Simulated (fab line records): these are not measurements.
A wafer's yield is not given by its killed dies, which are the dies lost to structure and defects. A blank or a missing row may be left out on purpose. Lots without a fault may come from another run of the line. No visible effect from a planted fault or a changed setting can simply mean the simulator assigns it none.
fab line records	flow n5Finfet
record: lots: 9	wafers: 27	lastDay: 18
route steps=1938 shown PMOS_HMC_CHANNEL_EPI@69 BEOL_M4@1111
lots with no fault: from the same line, run without faults
startH: the number of hours between the record's first day and the start of the first shown wafer of the lot	waitH: hours elapsed since this lot's preceding step	" identical to the entry in the row above	L1.1+2: a row that stands for several wafers	- no value present, or no start provided	* or withheld: withheld	< > ~ a bound
route shown NAME@n: NAME is a module with steps in the file, n the number in the route of the first one	usual: mean/standard deviation of fault-free wafers	same: alike in all rows	chamber/n: place in a boat	sites: the reading at each site	_std_site: the standard deviation of these	_edge_site: mean of outer sites minus mean of inner sites	radiusMm: for every site, how far away it sits from the centre of the wafer	mask NAME#n: copy n	behind: the most recent tool/chamber to have shaped the wafer	hold: the reason the lot was held/the length of the hold in hours/how it ended	device: the transistor (n, p or np) that didn't switch	end of line: the tests these same wafers got at the end of their route	for a step that has no rows: nothing shown but its recipe	killed: count of dies lost to structure and defects at first sort (not the wafer's yield)	map: shows each die of a wafer: x if killed, . if not, _ if none is there
set.NAME: the setting the step ran with; set.NAME@STEP: the setting that earlier step ran with	model.NAME: the simulator's own value behind a step, which no gauge read
one table for each step of the route and one row for each wafer, over a sample of lots
services: the hour from which a tool's chamber was out of use, counted from the record's first day as startH (under 0 if before that day), plus the number of hours and why
== steps ==
step: N5_PMOS_HMC_CHANNEL_EPI_ETCH_32
recipe: chemistry: N2/H2	target: BARC	stopOn: SiO2	targetDepthA: 858	overEtchFrac: 0.3	timeS: 50.3	ionEnergyEv: 200	maskMaterial: CAR-ArF-block	pressureMtorr: 30	sourceW: 840	biasW: 150	n2FlowSccm: 200	h2FlowSccm: 200
usual: chamberPressureMTorr: 29.997/0.025	drypumpMotorCurrentA: 5.7/0.4	oesProductAu: 0.66/0.077	rfVppV: 524.0/2.3	showerheadPlenumPTorr: 2.55/0.079	throttleValvePct: 17.90/0.26
lot.wafer	tool	chamber	startH	waitH	chamberPressureMTorr	drypumpMotorCurrentA	oesProductAu	rfHoursCounterH	rfVppV	showerheadPlenumPTorr	throttleValvePct
L175.1	rieDiel-05	3	30.02	0.0	29.976	5.6	0.77	38	522.5	2.49	17.50
L175.3	"	1	"	"	30.002	5.5	0.64	141	520.6	2.44	17.97
L175.4	"	0	"	"	30.012	6.0	0.66	151	528.2	2.65	18.23
L177.1	rieDiel-06	0	41.32	0.0	30.029	5.7	0.62	200	525.4	2.64	17.78
L177.2	"	2	"	"	29.998	5.9	0.65	158	527.9	2.64	17.83
L177.5	"	0	"	"	29.961	5.7	0.62	-	527.7	2.64	17.78
L180.2	rieDiel-04	0	59.65	0.0	30.038	5.6	0.77	15	522.7	2.50	17.81
L180.3	"	2	"	"	29.963	6.5	0.57	259	522.3	2.50	18.31
L180.6	"	2	"	"	29.974	6.6	0.57	-	522.8	2.50	18.33
L184.3	rieDiel-05	2	84.27	0.0	29.992	5.1	0.79	19	524.8	2.59	17.56
L184.4	"	3	"	"	30.021	5.7	0.74	-	520.3	2.48	17.51
L184.6	"	0	"	"	30.019	5.9	0.63	-	526.9	2.64	18.26
L186.2	rieDiel-05	0	95.38	0.0	29.996	6.0	0.64	171	526.6	2.64	18.26
L186.4	"	3	"	"	30.008	5.6	0.73	60	521.9	2.48	17.51
L186.5	"	2	"	"	29.938	5.1	0.78	-	527.6	2.58	17.59
L190.1	rieDiel-04	2	120.30	0.0	29.974	6.5	0.56	285	522.0	2.49	18.37
L190.4	"	0	"	"	30.012	5.6	0.73	-	523.3	2.49	17.85
L190.5	"	1	"	"	30.018	5.9	0.59	-	527.6	2.63	17.91
L191.4	rieDiel-05	1	125.64	0.0	30.020	5.5	0.62	168	521.4	2.43	18.01
L191.5	"	2	"	"	30.006	5.1	0.76	-	525.7	2.58	17.59
L191.6	"	1	"	"	30.002	5.5	0.62	-	520.9	2.43	18.03
L195.1	rieDiel-06	2	149.88	0.0	29.982	6.0	0.62	192	527.0	2.63	17.88
L195.5	"	2	"	"	29.981	5.9	0.62	-	527.2	2.63	17.89
L195.6	"	3	"	"	29.963	5.2	0.65	-	527.6	2.65	17.62
L196.1	rieDiel-06	0	155.34	0.0	29.987	5.8	0.60	234	526.2	2.62	17.85
L196.3	"	2	"	"	29.974	5.9	0.62	193	526.8	2.63	17.88
L196.5	"	2	"	"	30.007	5.9	0.61	-	526.1	2.63	17.88
step: N5_PMOS_HMC_CHANNEL_EPI_STRIP_33
recipe: chemistry: N2/H2	powerW: 500	tempC: 40	pressureMtorr: 50	rfFrequencyHz: 6e+07	overashFraction: 0.3	biasPowerW: 8	h2Frac: 0.5	n2FlowSccm: 300	h2FlowSccm: 300
usual: chamberPressureMTorr: 49.99/0.11	drypumpMotorCurrentA: 5.7/0.4	oesProductAu: 0.78/0.094	rfVppV: 54.3/1.5	showerheadPlenumPTorr: 3.37/0.1	throttleValvePct: 18.8/0.33
lot.wafer	tool	chamber	startH	waitH	chamberPressureMTorr	drypumpMotorCurrentA	oesProductAu	rfHoursCounterH	rfVppV	showerheadPlenumPTorr	throttleValvePct
L175.1	rieDiel-05	3	30.12	0.0	49.99	5.7	0.90	38	52.0	3.29	18.3
L175.3	"	1	"	"	49.97	5.5	0.76	141	56.5	3.23	19.2
L175.4	"	0	"	"	49.81	6.0	0.75	151	55.2	3.49	19.3
L177.1	rieDiel-06	0	41.42	0.0	50.12	5.7	0.72	200	54.2	3.48	18.7
L177.2	"	2	"	"	49.89	5.9	0.75	158	53.9	3.49	18.6
L177.5	"	0	"	"	50.13	5.7	0.70	-	54.7	3.48	18.8
L180.2	rieDiel-04	0	59.74	0.0	49.88	5.6	0.91	15	53.3	3.31	18.7
L180.3	"	2	"	"	50.16	6.5	0.67	259	53.2	3.30	19.2
L180.6	"	2	"	"	49.95	6.5	0.66	-	55.2	3.30	19.2
L184.3	rieDiel-05	2	84.37	0.0	49.95	5.1	0.93	19	55.5	3.42	18.4
L184.4	"	3	"	"	49.94	5.7	0.87	-	53.5	3.28	18.4
L184.6	"	0	"	"	49.94	6.0	0.76	-	54.9	3.48	19.3
L186.2	rieDiel-05	0	95.48	0.0	49.83	6.0	0.74	171	53.1	3.48	19.3
L186.4	"	3	"	"	49.94	5.7	0.88	60	52.4	3.28	18.4
L186.5	"	2	"	"	49.82	5.1	0.91	-	50.9	3.41	18.4
L190.1	rieDiel-04	2	120.40	0.0	49.96	6.5	0.64	285	52.9	3.29	19.2
L190.4	"	0	"	"	49.99	5.6	0.85	-	54.5	3.29	18.8
L190.5	"	1	"	"	50.06	5.8	0.69	-	52.7	3.47	18.7
L191.4	rieDiel-05	1	125.74	0.0	50.18	5.6	0.73	168	52.6	3.21	19.2
L191.5	"	2	"	"	49.80	5.1	0.91	-	57.5	3.41	18.4
L191.6	"	1	"	"	50.13	5.6	0.72	-	53.4	3.21	19.2
L195.1	rieDiel-06	2	149.98	0.0	49.98	5.9	0.72	192	56.6	3.47	18.7
L195.5	"	2	"	"	49.94	5.9	0.73	-	55.4	3.47	18.7
L195.6	"	3	"	"	50.09	5.2	0.76	-	53.2	3.49	18.4
L196.1	rieDiel-06	0	155.43	0.0	50.10	5.7	0.70	234	54.9	3.46	18.8
L196.3	"	2	"	"	49.85	5.9	0.73	193	54.6	3.47	18.7
L196.5	"	2	"	"	49.92	5.9	0.71	-	51.1	3.47	18.7
step: N5_PMOS_HMC_CHANNEL_EPI_ETCH_38
recipe: chemistry: CF4	target: SiO2	targetDepthA: 15	ionEnergyEv: 350	pressureMtorr: 10	icpW: 800	biasW: 400	cf4FlowSccm: 80
usual: chamberPressureMTorr: 10.000/0.0095	drypumpMotorCurrentA: 5.8/0.42	oesProductAu: 1.003/0.019	throttleValvePct: 21.77/0.16
lot.wafer	tool	chamber	startH	waitH	chamberPressureMTorr	drypumpMotorCurrentA	oesProductAu	rfHoursCounterH	throttleValvePct
L175.1	rieSi-02	1	30.43	0.0	10.013	5.9	0.986	177	21.89
L175.3	"	0	"	"	10.008	6.2	0.991	139	21.84
L175.4	"	3	"	"	9.999	6.1	1.017	142	21.47
L177.1	rieSi-02	1	41.72	0.0	9.999	5.9	0.993	177	21.90
L177.2	"	0	"	"	9.990	6.2	0.980	140	21.85
L177.5	"	0	"	"	9.984	6.2	1.000	-	21.84
L180.2	rieSi-02	2	60.07	0.0	9.998	5.2	1.019	1	21.89
L180.3	"	3	"	"	9.988	6.1	1.020	143	21.48
L180.6	"	2	"	"	10.000	5.2	1.016	-	21.88
L184.3	rieSi-02	3	84.70	0.0	10.015	6.1	1.014	143	21.47
L184.4	"	0	"	"	9.986	6.2	0.994	140	21.85
L184.6	"	0	"	"	9.984	6.2	0.979	-	21.85
L186.2	rieSi-04	2	95.80	0.0	9.995	6.2	1.025	94	21.83
L186.4	"	3	"	"	9.998	6.0	1.005	-	21.63
L186.5	"	2	"	"	10.010	6.2	1.035	-	21.83
L190.1	rieSi-01	1	120.74	0.0	10.018	5.3	1.024	2	21.97
L190.4	"	3	"	"	10.004	5.9	1.005	-	21.71
L190.5	"	1	"	"	9.986	5.3	1.043	-	21.97
L191.4	rieSi-01	3	126.05	0.0	9.987	5.9	1.006	-	21.72
L191.5	"	0	"	"	9.993	6.1	0.951	-	21.81
L191.6	"	1	"	"	9.995	5.2	1.016	-	21.97
L195.1	rieSi-04	0	150.28	0.0	10.003	5.9	1.014	20	21.37
L195.5	"	2	"	"	9.998	6.2	1.040	-	21.84
L195.6	"	3	"	"	10.000	6.0	0.998	-	21.64
L196.1	rieSi-04	3	155.74	0.0	10.014	6.0	0.996	23	21.64
L196.3	"	2	"	"	10.011	6.2	1.038	96	21.86
L196.5	"	1	"	"	10.017	5.6	0.995	-	21.79
step: N5_PMOS_HMC_CHANNEL_EPI_EPI_20
recipe: material: SiGe30	maskMaterial: SiO2	pressureTorr: 20	targetThkA: 590	tempC: 600
usual: chamberPressureTorr: 20.00/0.042
lot.wafer	tool	chamber	startH	waitH	chamberPressureTorr
L175.1	epiRpcvd-01	0	30.62	0.0	20.07
L175.3	"	0	"	"	19.98
L175.4	"	0	"	"	20.03
L177.1	epiRpcvd-02	0	41.92	0.0	19.94
L177.2	"	0	"	"	19.95
L177.5	"	0	"	"	20.03
L180.2	epiRpcvd-02	0	60.46	0.2	19.97
L180.3	"	0	"	"	19.97
L180.6	"	0	"	"	19.91
L184.3	epiRpcvd-02	0	85.29	0.4	25.63
L184.4	"	0	"	"	25.56
L184.6	"	0	"	"	25.62
L186.2	epiRpcvd-02	0	96.25	0.2	25.58
L186.4	"	0	"	"	25.52
L186.5	"	0	"	"	25.55
L190.1	epiRpcvd-04	0	120.93	0.0	19.99
L190.4	"	0	"	"	20.03
L190.5	"	0	"	"	20.04
L191.4	epiRpcvd-01	0	126.83	0.6	20.04
L191.5	"	0	"	"	20.03
L191.6	"	0	"	"	20.08
L195.1	epiRpcvd-04	0	150.47	0.0	20.05
L195.5	"	0	"	"	20.02
L195.6	"	0	"	"	20.08
L196.1	epiRpcvd-02	0	155.93	0.0	20.11
L196.3	"	0	"	"	19.97
L196.5	"	0	"	"	20.04
step: N5_BEOL_M4_RC_MEAS_101
usual: DIBL_N: 36.4/1.2	DIBL_P: 36.1/1.6	IOFF_N: 0.156/0.024	IOFF_P: 0.21/0.031	ION_N: 674/11	ION_P: 463/6.9	SS_N: 71.5/0.5	SS_P: 73.2/0.55	VT_N: 250.0/2.9	VT_P: -250/3.6
lot.wafer	tool	chamber	startH	waitH	DIBL_N[mV/V]	DIBL_P[mV/V]	IOFF_N[nA/um]	IOFF_P[nA/um]	ION_N[uA/um]	ION_P[uA/um]	SS_N[mV/dec]	SS_P[mV/dec]	VT_N[mV]	VT_P[mV]
L175.1	prober-01	0	173.74	0.0	37.3	38.3	0.181	0.23	680	469	72.1	73.3	247.3	-250
L175.3	"	0	"	"	38.7	39.4	0.208	0.24	684	464	72.1	73.8	244.2	-249
L175.4	"	0	"	"	36.8	37.6	0.167	0.21	674	459	72.4	73.3	247.0	-251
L177.1	prober-02	0	189.00	0.0	37.3	39.6	0.204	0.26	698	473	72.3	73.9	245.0	-250
L177.2	"	0	"	"	35.2	37.1	0.160	0.22	669	459	71.4	73.7	249.5	-248
L177.5	"	0	"	"	36.6	38.4	0.183	0.24	676	461	71.8	73.5	247.5	-250
L180.2	prober-02	0	195.98	0.2	34.6	33.9	0.136	0.20	661	466	70.7	73.5	250.5	-249
L180.3	"	0	"	"	35.2	35.1	0.148	0.22	678	468	71.2	73.2	251.3	-247
L180.6	"	0	"	"	36.4	36.3	0.181	0.25	688	482	71.6	73.9	246.8	-246
L184.3	prober-02	0	232.71	0.3	38.7	37.8	0.181	0.29	671	473	72.1	72.9	245.3	-242
L184.4	"	0	"	"	38.5	38.1	0.185	0.30	683	477	72.3	73.3	245.3	-244
L184.6	"	0	"	"	40.6	41.3	0.236	0.36	696	486	72.6	73.7	245.4	-238
L186.2	prober-01	0	242.19	0.2	37.0	35.5	0.143	0.19	665	464	72.0	73.3	250.7	-254
L186.4	"	0	"	"	37.7	36.7	0.156	0.21	684	467	72.1	73.1	249.1	-253
L186.5	"	0	"	"	36.5	35.2	0.135	0.19	667	463	71.4	73.1	252.3	-254
L190.1	prober-01	0	257.99	0.0	35.7	34.8	0.138	0.19	668	461	70.4	73.1	249.6	-249
L190.4	"	0	"	"	35.9	35.4	0.143	0.21	668	461	71.3	72.7	248.5	-250
L190.5	"	0	"	"	36.2	35.9	0.145	0.21	669	466	71.4	72.7	249.6	-248
L191.4	prober-01	0	283.16	0.5	33.6	34.5	0.101	0.16	653	455	70.5	73.0	258.6	-256
L191.5	"	0	"	"	34.9	36.2	0.126	0.18	663	460	71.2	72.9	253.7	-254
L191.6	"	0	"	"	34.4	35.3	0.112	0.17	657	457	70.8	72.4	257.3	-256
L195.1	prober-02	0	314.63	0.0	37.1	37.7	0.179	0.23	668	464	71.8	74.1	247.6	-249
L195.5	"	0	"	"	36.2	36.1	0.154	0.20	657	455	71.2	73.4	252.0	-253
L195.6	"	0	"	"	36.1	36.2	0.154	0.20	670	460	71.6	73.5	250.1	-253
L196.1	prober-01	0	314.74	0.0	35.8	35.8	0.156	0.19	678	464	71.4	73.8	248.1	-253
L196.3	"	0	"	"	35.0	34.4	0.141	0.17	674	452	72.0	73.3	251.6	-255
L196.5	"	0	"	"	35.1	34.8	0.140	0.17	681	464	71.5	72.8	248.5	-254
== services ==
tool	chamber	startH	hours	kind
rieDiel-04	-	11.16	2.8	pm
rieDiel-04	0	14.81	8.2	repair
rieDiel-04	3	21.27	132.0	repair
rieSi-01	2	29.15	1.7	repair
rieSi-02	-	31.91	0.3	repair
epiRpcvd-02	-	37.61	0.5	pm
rieDiel-06	-	58.10	2.8	pm
epiRpcvd-02	-	69.64	1.3	repair
rieDiel-06	3	81.36	10.5	repair
rieDiel-04	0	85.45	2.4	repair
rieSi-04	0	91.66	9.6	repair
rieSi-01	2	97.63	53.2	repair
rieSi-02	-	98.57	0.3	repair
rieDiel-05	0	105.22	2.4	repair
rieSi-04	1	118.55	12.5	repair
epiRpcvd-02	-	118.56	4.1	repair
epiRpcvd-04	-	138.19	8.1	pm
rieDiel-05	0	149.24	2.4	repair
rieDiel-04	0	150.26	5.2	repair
epiRpcvd-02	-	151.05	1.2	repair
rieDiel-04	2	155.76	-	clean
rieDiel-04	2	155.76	-	consumableReplace:esc
rieDiel-04	2	155.76	-	consumableReplace:focusRing
rieDiel-04	2	155.76	18.5	scheduledDown
== key ==
firstSign: step: N5_PMOS_HMC_CHANNEL_EPI_EPI_20	reading: chamberPressureTorr	direction: up	sigmas: 99+	usual: 20.00	struck: 25.58
effect: step: N5_BEOL_M4_RC_MEAS_101	reading: IOFF_P	direction: up	sigmas: 1.6	usual: 0.21	struck: 0.26
metAt N5_PMOS_HMC_CHANNEL_EPI_EPI_20
struckLots L184,L186
notActingAt N5_PMOS_HMC_CHANNEL_EPI_ETCH_32,N5_PMOS_HMC_CHANNEL_EPI_STRIP_33,N5_PMOS_HMC_CHANNEL_EPI_ETCH_38
onsetBetween 60.46 85.29
fault: kind: processParameterDrift	tool: epiRpcvd-02	chamber: -	onsetH: 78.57	steps: N5_PMOS_HMC_CHANNEL_EPI_EPI_20	channel: pressureTorr	offset: 5.5715	shape: step	endH: 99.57	actsIn: theseRecipesOnly	stated: 20
